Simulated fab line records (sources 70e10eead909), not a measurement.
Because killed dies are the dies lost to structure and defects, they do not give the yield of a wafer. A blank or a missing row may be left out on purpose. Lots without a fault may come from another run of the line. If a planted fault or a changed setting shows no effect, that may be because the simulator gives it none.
Matching of chambers    flow nandHarc    NHARC_P_CONTACT_CMP_24 on cmp-03 has 4 sister chambers
The step polishes, t overpolish 30 s, target thk 200 nm. 4 wafers are shown with their chamber, then 7 later ones without.

EACH WAFER AND ITS CHAMBER
wafer   chamber  motorCurrentA (A)
L082.5  0        13.4
L083.3  1        13.2
L086.1  2        12.8
L086.3  3        10.5

WAFERS WHOSE CHAMBER IS MISSING
wafer   motorCurrentA (A)
L086.4  13.8
L089.1  13.8
L089.4  12.9
L089.5  14.5
L091.2  15.1
L091.4  14.0
L091.5  12.7

WHICH CHAMBER EACH ONE RAN IN
wafer   from the rows above           in truth
L086.4  can't be placed: 0 or 1 or 2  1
L089.1  can't be placed: 0 or 1 or 2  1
L089.4  can't be placed: 2 or 1 or 0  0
L089.5  can't be placed: 0 or 1 or 2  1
L091.2  can't be placed: 0 or 1 or 2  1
L091.4  can't be placed: 0 or 1 or 2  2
L091.5  can't be placed: 2 or 1 or 0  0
Correct placement for 0 of the 7. Not placeable from these rows: 7 (in 7, the candidates include the true chamber). Wrongly placed: 0.
How it was worked out, from the rows above alone: a wafer's distance from a chamber is the root of the sum, over the readings, of the square of ((its reading less the chamber's mean) divided by the reading's scatter). The wafer belongs to the nearest chamber; if the next one is less than 2 further off, it can't be placed. Each chamber's mean is taken over the wafers shown for it. The scatter: root of mean squared gap, hidden wafer to nearest shown wafer, with one shown wafer a chamber.
